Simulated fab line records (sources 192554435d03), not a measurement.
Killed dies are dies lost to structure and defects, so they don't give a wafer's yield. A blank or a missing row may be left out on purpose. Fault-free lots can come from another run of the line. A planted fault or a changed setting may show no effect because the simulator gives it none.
fab line records	flow n5_finfet	part 1 of 2: steps 1 to 4 of 6
[record] lots = 22	wafers = 66	last_day = 17
route steps=1938 shown BEOL_M8@1376 BEOL_M9@1439 BEOL_M10@1471 BEOL_M11@1569
lots that met no fault: taken from a fault-free run of the same line
start_h: hours from the record's opening day to when the first of the lot's shown wafers began	wait_h: hours from the lot's prior step to this one	" unchanged from the row above	L1.1+2: one row covering several wafers at once	- no value, or no start was given	* or withheld: withheld	< > ~ a bound
route shown NAME@n: a module of which the file shows steps, and the number in the route of the first	usual: mean and standard deviation over wafers with no fault	same: alike in all rows	chamber/n: place in a boat	sites: per-site readings	_std_site: standard deviation of those values	_edge_site: mean of outer sites minus mean of inner sites	radius_mm: for every site, how far away it sits from the centre of the wafer	mask NAME#n: copy n	behind: the tool/chamber that last shaped the wafer	hold: reason for holding the lot/hours on hold/outcome of the hold	device: transistor that didn't switch, given as n, p or np	end of line: the route-end tests of the same wafers	a step with no rows: only its recipe	killed: at the first sort, the dies lost to defects and structure; wafer yield is something else	map: a wafer's dies, x killed, . not, _ none there
set.NAME: the setting that was run; set.NAME@STEP: the one run at that earlier step	model.NAME: the simulator's own value behind a step, which no gauge read
a sample of lots followed through the steps of the route, with each step as a table and each wafer as a row
services: from which hour (start_h, from the record's first day; less than 0 if before it) a tool's chamber was out of use, for how many hours, and why
[[steps]]
[step N5_BEOL_M8_STRIP_36]
[recipe] chemistry = N2/H2	power_w = 450	temp_c = 40	pressure_mtorr = 20	rf_frequency_hz = 6e+07	overash_fraction = 0.3	bias_power_w = 7	h2_frac = 0.5	n2_flow_sccm = 200	h2_flow_sccm = 200
[usual] drypump_motor_current_A = 5.8/0.49	oes_product_au = 0.77/0.073	rf_vpp_V = 59.2/1.4	showerhead_plenum_p_Torr = 2.56/0.061	throttle_valve_pct = 23.7/0.31
lot.wafer	tool	chamber	start_h	wait_h	drypump_motor_current_A	oes_product_au	rf_hours_counter_h	rf_vpp_V	showerhead_plenum_p_Torr	throttle_valve_pct
L075.3	rie_diel-05	0	194.91	0.0	5.5	0.78	125	58.8	2.54	23.6
L075.4	"	2	"	"	4.9	0.73	190	57.4	2.63	23.4
L075.6	"	2	"	"	4.9	0.73	-	60.6	2.63	23.4
L074.3	rie_diel-05	0	195.43	0.0	5.5	0.77	125	60.3	2.54	23.6
L074.5	"	2	"	"	4.9	0.74	-	61.0	2.63	23.4
L074.6	"	1	"	"	6.2	0.83	-	57.6	2.56	24.0
L076.3	rie_diel-02	3	211.27	0.0	5.9	0.75	131	60.8	2.55	24.0
L076.4	"	1	"	"	6.3	0.70	234	61.0	2.51	23.6
L076.6	"	0	"	"	6.5	0.86	-	59.8	2.70	23.8
L077.2	rie_diel-06	2	217.80	0.0	5.5	0.76	131	58.8	2.55	23.6
L077.5	"	0	"	"	6.4	0.70	-	58.3	2.50	24.3
L077.6	"	1	"	"	5.7	0.68	-	60.2	2.61	23.5
L078.1	rie_diel-05	2	223.65	0.0	4.9	0.73	201	59.6	2.63	23.4
L078.3	"	1	"	"	6.2	0.81	101	58.0	2.55	24.0
L078.6	"	3	"	"	5.5	0.80	-	58.5	2.65	23.5
L080.1	rie_diel-05	0	232.29	0.0	5.5	0.78	139	59.0	2.53	23.6
L080.2	"	3	"	"	5.5	0.80	111	60.6	2.65	23.5
L080.4	"	2	"	"	4.9	0.72	205	57.9	2.63	23.4
L079.1	rie_diel-05	3	232.69	0.0	5.5	0.79	111	59.4	2.65	23.5
L079.3	"	0	"	"	5.5	0.78	139	62.7	2.53	23.6
L079.5	"	2	"	"	4.9	0.72	-	60.1	2.63	23.4
L082.1	rie_diel-02	0	239.36	0.0	6.5	0.84	77	60.4	2.70	23.9
L082.2	"	3	"	"	5.9	0.74	142	58.4	2.54	24.0
L082.3	"	1	"	"	6.3	0.68	245	59.3	2.51	23.6
L081.2	rie_diel-02	3	239.76	0.0	5.9	0.74	142	60.3	2.54	24.0
L081.5	"	0	"	"	6.6	0.83	-	58.3	2.70	23.9
L081.6	"	1	"	"	6.3	0.69	-	60.0	2.51	23.6
L083.3	rie_diel-06	0	256.18	0.0	6.4	0.68	232	59.5	2.50	24.3
L083.4	"	1	"	"	5.7	0.68	233	59.4	2.60	23.5
L083.5	"	1	"	"	5.7	0.68	-	60.0	2.60	23.5
L084.3	rie_diel-02	2	263.14	0.0	5.1	0.71	213	60.8	2.50	23.9
L084.4	"	2	"	"	5.1	0.71	-	58.4	2.50	23.9
L084.6	"	3	"	"	5.9	0.74	-	60.6	2.54	24.0
L086.2	rie_diel-05	2	263.28	0.0	4.9	0.70	217	55.1	2.62	23.4
L086.3	"	1	"	"	6.2	0.81	118	57.1	2.55	24.0
L086.5	"	1	"	"	6.2	0.80	-	58.6	2.55	24.0
L087.3	rie_diel-02	0	277.98	0.0	6.5	0.83	93	59.9	2.69	23.9
L087.4	"	2	"	"	5.1	0.69	219	60.1	2.50	24.0
L087.5	"	0	"	"	6.6	0.82	-	58.4	2.69	23.9
L090.2	rie_diel-02	0	291.48	0.0	6.5	0.81	98	61.2	2.69	23.9
L090.5	"	2	"	"	5.1	0.69	-	60.3	2.50	23.9
L090.6	"	1	"	"	6.3	0.95	-	60.3	2.50	23.1
L088.1	rie_diel-06	2	291.56	0.0	5.5	0.74	159	58.5	2.54	23.6
L088.3	"	3	"	"	5.7	0.80	125	59.2	2.54	23.9
L088.5	"	1	"	"	5.7	0.67	-	62.1	2.60	23.5
L089.1	rie_diel-05	0	294.05	0.0	5.5	0.76	161	59.7	2.52	23.6
L089.5	"	0	"	"	5.5	0.74	-	57.5	2.52	23.6
L089.6	"	3	"	"	5.4	0.77	-	57.3	2.64	23.5
L091.1	rie_diel-06	3	306.89	0.0	5.7	0.79	132	61.3	2.54	23.9
L091.2	"	0	"	"	6.4	0.67	247	59.6	2.49	24.3
L091.6	"	3	"	"	5.7	0.78	-	60.2	2.54	23.8
L093.2	rie_diel-06	3	314.20	0.0	5.7	0.78	136	57.3	2.54	23.9
L093.4	"	3	"	"	5.7	0.78	-	59.0	2.54	23.9
L093.5	"	2	"	"	5.5	0.74	-	58.5	2.54	23.6
L094.1	rie_diel-02	2	320.72	0.0	5.1	0.68	233	61.3	2.50	23.9
L094.2	"	3	"	"	5.9	0.72	170	57.4	2.53	24.1
L094.3	"	1	"	"	6.3	0.92	18	58.4	2.50	23.1
L095.2	rie_diel-02	2	324.75	0.0	5.1	0.68	235	61.2	2.49	23.9
L095.3	"	3	"	"	5.9	0.72	172	59.6	2.53	24.1
L095.5	"	3	"	"	5.9	0.72	-	59.3	2.53	24.1
L096.2	rie_diel-06	1	333.07	0.0	5.7	0.96	3	60.0	2.59	23.2
L096.4	"	1	"	"	5.7	0.97	-	61.6	2.59	23.2
L096.5	"	3	"	"	5.7	0.77	-	57.8	2.53	23.9
L097.1	rie_diel-06	2	335.11	0.0	5.5	0.72	179	58.5	2.53	23.7
L097.3	"	3	"	"	5.7	0.77	146	61.4	2.53	23.9
L097.5	"	2	"	"	5.5	0.71	-	59.6	2.53	23.6
[step N5_BEOL_M9_ETCH_65]
[recipe] chemistry = CF4	target = SiARC	target_depth_a = 156	mask_material = CAR-EUV	time_s = 26	ion_energy_ev = 80	pressure_mtorr = 40	source_w = 545	bias_w = 36	Ar_flow_sccm = 100	cf4_flow_sccm = 100	ends = cleared
[usual] drypump_motor_current_A = 5.6/0.44	etch_rf_on_time_s = 26.1/0.56	oes_product_au = 0.64/0.079	rf_vpp_V = 183.9/1.2	showerhead_plenum_p_Torr = 2.13/0.065	throttle_valve_pct = 15.74/0.24
lot.wafer	tool	chamber	start_h	wait_h	drypump_motor_current_A	etch_rf_on_time_s	oes_product_au	rf_hours_counter_h	rf_vpp_V	showerhead_plenum_p_Torr	throttle_valve_pct
L075.3	rie_diel-04	2	203.82	0.0	5.7	26.3	0.61	191	185.4	2.20	15.35
L075.4	"	1	"	"	6.1	25.4	0.84	8	184.0	2.12	15.43
L075.6	"	2	"	"	5.7	26.4	0.61	-	185.2	2.20	15.32
L074.3	rie_diel-03	3	204.12	0.0	5.2	26.5	0.62	187	184.4	2.22	15.90
L074.5	"	3	"	"	5.3	26.5	0.62	-	185.0	2.22	15.92
L074.6	"	0	"	"	5.7	26.9	0.61	-	186.5	2.22	15.86
L076.3	rie_diel-04	3	219.65	0.0	5.9	26.0	0.60	230	183.9	2.12	16.14
L076.4	"	0	"	"	4.7	26.3	0.58	214	181.9	2.03	15.78
L076.6	"	0	"	"	4.7	26.1	0.58	-	182.7	2.03	15.78
L077.2	rie_diel-03	1	225.20	0.0	5.8	26.2	0.63	196	184.9	2.14	15.81
L077.5	"	3	"	"	5.2	25.8	0.63	-	184.6	2.22	15.92
L077.6	"	0	"	"	5.7	26.3	0.61	-	183.9	2.22	15.86
L078.1	rie_diel-04	3	232.10	0.0	5.9	26.2	0.59	235	182.7	2.12	16.16
L078.3	"	2	"	"	5.7	26.6	0.60	200	184.8	2.20	15.36
L078.6	"	0	"	"	4.7	26.3	0.58	-	182.2	2.03	15.78
L080.1	rie_diel-01	3	239.07	0.0	5.8	27.1	0.60	197	182.8	2.05	15.64
L080.2	"	0	"	"	5.3	24.7	0.83	10	184.1	2.18	15.58
L080.4	"	2	"	"	6.2	26.4	0.62	185	183.5	2.12	15.76
L079.1	rie_diel-03	3	241.46	0.0	5.2	26.1	0.63	201	184.5	2.22	15.95
L079.3	"	0	"	"	5.7	26.5	0.61	166	186.0	2.22	15.89
L079.5	"	2	"	"	5.5	26.1	0.63	-	183.8	2.06	15.96
L082.1	rie_diel-04	1	245.32	0.0	6.1	25.3	0.79	22	185.5	2.12	15.44
L082.2	"	0	"	"	4.7	26.1	0.58	223	182.2	2.03	15.79
L082.3	"	3	"	"	5.9	26.0	0.59	239	184.8	2.12	16.17
L081.2	rie_diel-01	0	248.14	0.0	5.2	24.8	0.81	14	184.6	2.18	15.59
L081.5	"	3	"	"	5.8	26.7	0.61	-	181.6	2.05	15.66
L081.6	"	0	"	"	5.3	24.6	0.82	-	185.3	2.18	15.60
L083.3	rie_diel-04	0	262.78	0.0	4.7	25.8	0.58	227	182.5	2.03	15.81
L083.4	"	3	"	"	5.9	25.7	0.60	244	184.3	2.12	16.17
L083.5	"	0	"	"	4.7	25.7	0.58	-	182.8	2.03	15.79
L084.3	rie_diel-04	1	271.15	0.0	6.1	25.3	0.78	29	183.8	2.11	15.45
L084.4	"	0	"	"	4.7	25.4	0.58	-	182.5	2.02	15.79
L084.6	"	2	"	"	5.7	26.4	0.60	-	183.9	2.19	15.38
L086.2	rie_diel-03	1	271.63	0.0	5.8	26.5	0.61	210	185.0	2.13	15.83
L086.3	"	2	"	"	5.5	26.2	0.61	197	181.8	2.06	15.98
L086.5	"	2	"	"	5.5	26.1	0.61	-	183.2	2.06	15.98
L087.3	rie_diel-03	2	284.19	0.0	5.5	26.5	0.60	200	183.6	2.06	15.98
L087.4	"	1	"	"	5.7	26.9	0.61	213	183.9	2.13	15.85
L087.5	"	3	"	"	5.2	26.3	0.62	-	184.5	2.21	15.95
L088.1	rie_diel-03	2	299.04	0.0	5.5	26.1	0.61	205	184.3	2.05	15.99
L088.3	"	3	"	"	5.3	25.8	0.62	216	184.1	2.21	15.97
L088.5	"	2	"	"	5.5	26.1	0.61	-	181.2	2.05	16.00
L090.2	rie_diel-01	3	299.39	0.0	5.8	26.8	0.60	216	183.1	2.04	15.69
L090.5	"	2	"	"	6.3	26.5	0.60	-	185.2	2.12	15.80
L090.6	"	1	"	"	6.0	25.9	0.71	-	184.6	2.17	15.29
L089.1	rie_diel-04	2	302.95	0.0	5.7	26.4	0.59	224	184.0	2.19	15.40
L089.5	"	2	"	"	5.7	26.4	0.59	-	184.2	2.19	15.41
L089.6	"	0	"	"	4.7	26.0	0.57	-	181.3	2.02	15.81
L091.1	rie_diel-01	1	313.87	0.0	6.0	25.8	0.71	72	186.5	2.17	15.30
L091.2	"	2	"	"	6.3	26.1	0.60	209	183.8	2.12	15.82
L091.6	"	0	"	"	5.3	25.0	0.78	-	184.2	2.18	15.62
L093.2	rie_diel-01	2	323.98	0.0	6.2	26.3	0.60	212	183.5	2.12	15.82
L093.4	"	0	"	"	5.3	25.1	0.77	35	185.1	2.18	15.62
L093.5	"	3	"	"	5.8	26.9	0.59	-	182.8	2.04	15.71
L094.1	rie_diel-04	3	326.78	0.0	5.9	25.1	0.83	6	183.6	2.11	15.72
L094.2	"	0	"	"	4.7	26.5	0.56	246	182.3	2.02	15.82
L094.3	"	1	"	"	6.1	25.7	0.75	47	184.4	2.11	15.50
L095.2	rie_diel-03	1	332.56	0.0	5.8	26.6	0.60	231	185.6	2.13	15.87
L095.3	"	0	"	"	5.6	26.6	0.59	196	185.3	2.21	15.95
L095.5	"	1	"	"	5.7	26.7	0.59	-	184.3	2.13	15.89
L096.2	rie_diel-01	0	340.46	0.0	5.3	25.0	0.77	41	182.8	2.17	15.64
L096.4	"	2	"	"	6.3	26.4	0.59	219	184.1	2.11	15.83
L096.5	"	1	"	"	6.0	26.1	0.69	-	184.0	2.16	15.32
L097.1	rie_diel-01	1	341.75	0.0	6.0	26.1	0.70	83	184.5	2.16	15.33
L097.3	"	3	"	"	5.8	27.0	0.59	229	183.4	2.04	15.72
L097.5	"	1	"	"	6.0	26.0	0.70	-	184.2	2.16	15.32
[step N5_BEOL_M9_STRIP_36]
[recipe] chemistry = N2/H2	power_w = 450	temp_c = 40	pressure_mtorr = 20	rf_frequency_hz = 6e+07	overash_fraction = 0.3	bias_power_w = 7	h2_frac = 0.5	n2_flow_sccm = 200	h2_flow_sccm = 200
[usual] drypump_motor_current_A = 5.6/0.44	oes_product_au = 0.75/0.091	rf_vpp_V = 59.2/1.4	showerhead_plenum_p_Torr = 2.52/0.083	throttle_valve_pct = 23.7/0.32
lot.wafer	tool	chamber	start_h	wait_h	drypump_motor_current_A	oes_product_au	rf_hours_counter_h	rf_vpp_V	showerhead_plenum_p_Torr	throttle_valve_pct
L075.3	rie_diel-04	2	204.01	0.0	5.7	0.72	191	60.6	2.63	23.2
L075.4	"	1	"	"	6.1	0.95	8	58.9	2.49	23.4
L075.6	"	2	"	"	5.7	0.73	-	60.6	2.63	23.2
L074.3	rie_diel-03	3	204.31	0.0	5.3	0.73	188	59.8	2.62	23.4
L074.5	"	3	"	"	5.2	0.73	-	60.8	2.62	23.4
L074.6	"	0	"	"	5.7	0.72	-	57.9	2.66	24.0
L076.3	rie_diel-04	3	219.84	0.0	6.0	0.70	230	59.0	2.50	23.9
L076.4	"	0	"	"	4.7	0.68	215	60.6	2.41	24.2
L076.6	"	0	"	"	4.7	0.67	-	57.4	2.41	24.2
L077.2	rie_diel-03	1	225.40	0.0	5.8	0.74	196	60.1	2.51	23.9
L077.5	"	3	"	"	5.2	0.73	-	59.8	2.62	23.4
L077.6	"	0	"	"	5.7	0.72	-	60.2	2.66	23.9
L078.1	rie_diel-04	3	232.30	0.0	5.9	0.70	235	60.0	2.50	23.9
L078.3	"	2	"	"	5.7	0.72	200	59.9	2.62	23.2
L078.6	"	0	"	"	4.7	0.68	-	59.4	2.41	24.2
L080.1	rie_diel-01	3	239.26	0.0	5.8	0.72	197	59.2	2.42	23.6
L080.2	"	0	"	"	5.3	0.96	10	60.5	2.59	23.6
L080.4	"	2	"	"	6.3	0.71	185	61.2	2.53	23.9
L079.1	rie_diel-03	3	241.65	0.0	5.3	0.72	201	61.5	2.61	23.4
L079.3	"	0	"	"	5.7	0.73	166	63.0	2.66	23.9
L079.5	"	2	"	"	5.5	0.72	-	60.2	2.42	24.0
L082.1	rie_diel-04	1	245.51	0.0	6.1	0.92	22	61.8	2.49	23.4
L082.2	"	0	"	"	4.7	0.66	223	59.1	2.41	24.2
L082.3	"	3	"	"	6.0	0.69	239	57.9	2.50	23.9
L081.2	rie_diel-01	0	248.33	0.0	5.3	0.95	14	57.3	2.58	23.6
L081.5	"	3	"	"	5.8	0.71	-	58.9	2.42	23.6
L081.6	"	0	"	"	5.3	0.97	-	58.7	2.58	23.6
L083.3	rie_diel-04	0	262.97	0.0	4.7	0.66	227	59.3	2.40	24.2
L083.4	"	3	"	"	6.0	0.69	244	58.9	2.49	24.0
L083.5	"	0	"	"	4.7	0.67	-	60.4	2.40	24.2
L084.3	rie_diel-04	1	271.34	0.0	6.1	0.91	29	58.1	2.48	23.4
L084.4	"	0	"	"	4.7	0.67	-	57.7	2.40	24.2
L084.6	"	2	"	"	5.7	0.70	-	56.8	2.62	23.2
L086.2	rie_diel-03	1	271.82	0.0	5.8	0.72	210	57.2	2.51	23.9
L086.3	"	2	"	"	5.5	0.71	197	59.8	2.41	24.0
L086.5	"	2	"	"	5.5	0.72	-	57.8	2.41	24.0
L087.3	rie_diel-03	2	284.38	0.0	5.5	0.71	200	60.6	2.41	24.0
L087.4	"	1	"	"	5.8	0.73	214	56.9	2.51	24.0
L087.5	"	3	"	"	5.3	0.72	-	58.4	2.61	23.4
L088.1	rie_diel-03	2	299.23	0.0	5.5	0.70	205	59.7	2.41	24.0
L088.3	"	3	"	"	5.2	0.71	216	61.1	2.61	23.4
L088.5	"	2	"	"	5.5	0.70	-	59.6	2.41	24.0
L090.2	rie_diel-01	3	299.58	0.0	5.8	0.70	216	58.1	2.42	23.6
L090.5	"	2	"	"	6.3	0.70	-	57.9	2.52	23.9
L090.6	"	1	"	"	6.1	0.82	-	59.7	2.56	23.3
L089.1	rie_diel-04	2	303.14	0.0	5.8	0.70	224	59.1	2.61	23.3
L089.5	"	2	"	"	5.7	0.70	-	58.4	2.61	23.3
L089.6	"	0	"	"	4.7	0.65	-	60.1	2.40	24.3
L091.1	rie_diel-01	1	314.07	0.0	6.0	0.82	72	59.5	2.55	23.3
L091.2	"	2	"	"	6.2	0.69	209	60.8	2.52	23.9
L091.6	"	0	"	"	5.3	0.92	-	58.9	2.58	23.6
L093.2	rie_diel-01	2	324.17	0.0	6.3	0.69	212	58.3	2.52	23.9
L093.4	"	0	"	"	5.3	0.90	35	59.0	2.57	23.6
L093.5	"	3	"	"	5.8	0.71	-	59.0	2.41	23.6
L094.1	rie_diel-04	3	326.97	0.0	5.9	0.99	6	60.4	2.49	23.7
L094.2	"	0	"	"	4.7	0.66	246	56.8	2.40	24.2
L094.3	"	1	"	"	6.1	0.88	47	58.6	2.47	23.4
L095.2	rie_diel-03	1	332.75	0.0	5.8	0.71	231	60.8	2.50	24.0
L095.3	"	0	"	"	5.7	0.70	196	59.1	2.64	24.0
L095.5	"	1	"	"	5.8	0.70	-	57.0	2.50	24.0
L096.2	rie_diel-01	0	340.65	0.0	5.2	0.89	41	62.0	2.57	23.6
L096.4	"	2	"	"	6.3	0.68	219	57.6	2.51	23.9
L096.5	"	1	"	"	6.0	0.80	-	62.2	2.55	23.3
L097.1	rie_diel-01	1	341.94	0.0	6.0	0.81	83	58.5	2.55	23.3
L097.3	"	3	"	"	5.8	0.69	229	58.4	2.41	23.6
L097.5	"	1	"	"	6.0	0.79	-	57.1	2.55	23.3
[step N5_BEOL_M10_CURE_71]
[recipe] temp_c = 385	time_s = 240	ambient = He/Ar	material = SiCOH_lowk
[usual] lamp_power_pct = 52.32/0.055	wafer_temp_C_max = 386.6/0.64
[same] time_s = 240
lot.wafer	tool	chamber	start_h	wait_h	lamp_power_pct	wafer_temp_C_max
L075.3	uv_cure-01	0	207.11	0.2	52.23	386.8
L075.4	"	0	"	"	52.42	386.6
L075.6	"	0	"	"	52.33	386.7
L074.3	uv_cure-02	1	207.49	0.2	52.42	386.2
L074.5	"	1	"	"	52.27	386.2
L074.6	"	1	"	"	52.38	386.6
L076.3	uv_cure-02	2	222.97	0.2	52.30	386.0
L076.4	"	2	"	"	52.29	386.4
L076.6	"	2	"	"	52.32	386.2
L077.2	uv_cure-02	0	229.64	0.2	52.32	386.1
L077.5	"	0	"	"	52.30	386.2
L077.6	"	0	"	"	52.37	385.7
L078.1	uv_cure-01	0	236.59	0.0	52.33	386.9
L078.3	"	0	"	"	52.31	386.4
L078.6	"	0	"	"	52.27	386.6
L080.1	uv_cure-01	0	242.86	0.0	52.29	386.8
L080.2	"	0	"	"	52.33	387.5
L080.4	"	0	"	"	52.28	387.1
L079.1	uv_cure-02	1	244.60	0.0	52.35	386.7
L079.3	"	1	"	"	52.43	386.3
L079.5	"	1	"	"	52.28	386.4
L082.1	uv_cure-02	2	249.57	0.6	52.37	386.0
L082.2	"	2	"	"	52.30	386.0
L082.3	"	2	"	"	52.32	386.1
L081.2	uv_cure-01	0	251.27	0.1	52.33	386.8
L081.5	"	0	"	"	52.18	387.4
L081.6	"	0	"	"	52.26	386.8
L083.3	uv_cure-02	2	265.85	0.2	52.31	386.0
L083.4	"	2	"	"	52.25	386.3
L083.5	"	2	"	"	52.32	385.9
L084.3	uv_cure-02	2	274.74	0.2	52.41	386.2
L084.4	"	2	"	"	52.31	386.6
L084.6	"	2	"	"	52.25	386.6
L086.2	uv_cure-01	1	275.48	0.6	52.36	387.4
L086.3	"	1	"	"	52.31	387.8
L086.5	"	1	"	"	52.37	389.1
L087.3	uv_cure-02	0	287.41	0.2	52.32	385.5
L087.4	"	0	"	"	52.34	386.6
L087.5	"	0	"	"	52.40	386.3
L088.1	uv_cure-01	2	301.83	0.0	52.37	386.9
L088.3	"	2	"	"	52.36	386.5
L088.5	"	2	"	"	52.33	386.4
L090.2	uv_cure-02	0	302.58	0.1	52.25	386.1
L090.5	"	0	"	"	52.36	386.0
L090.6	"	0	"	"	52.41	386.5
L089.1	uv_cure-03	2	306.16	0.0	52.35	387.7
L089.5	"	2	"	"	52.38	388.3
L089.6	"	2	"	"	52.38	387.6
L091.1	uv_cure-02	0	317.64	0.0	52.30	386.4
L091.2	"	0	"	"	52.29	386.0
L091.6	"	0	"	"	52.28	386.4
L093.2	uv_cure-03	2	327.15	0.1	52.27	386.9
L093.4	"	2	"	"	52.33	388.1
L093.5	"	2	"	"	52.23	386.4
L094.1	uv_cure-01	2	329.39	0.0	52.37	385.8
L094.2	"	2	"	"	52.42	386.5
L094.3	"	2	"	"	52.27	386.0
L095.2	uv_cure-03	2	335.65	0.2	52.33	387.0
L095.3	"	2	"	"	52.38	387.1
L095.5	"	2	"	"	52.32	387.6
L096.2	uv_cure-01	2	343.96	0.1	52.32	386.4
L096.4	"	2	"	"	52.29	386.1
L096.5	"	2	"	"	52.23	386.7
L097.1	uv_cure-01	0	345.84	0.0	52.29	387.0
L097.3	"	0	"	"	52.37	386.7
L097.5	"	0	"	"	52.33	387.1
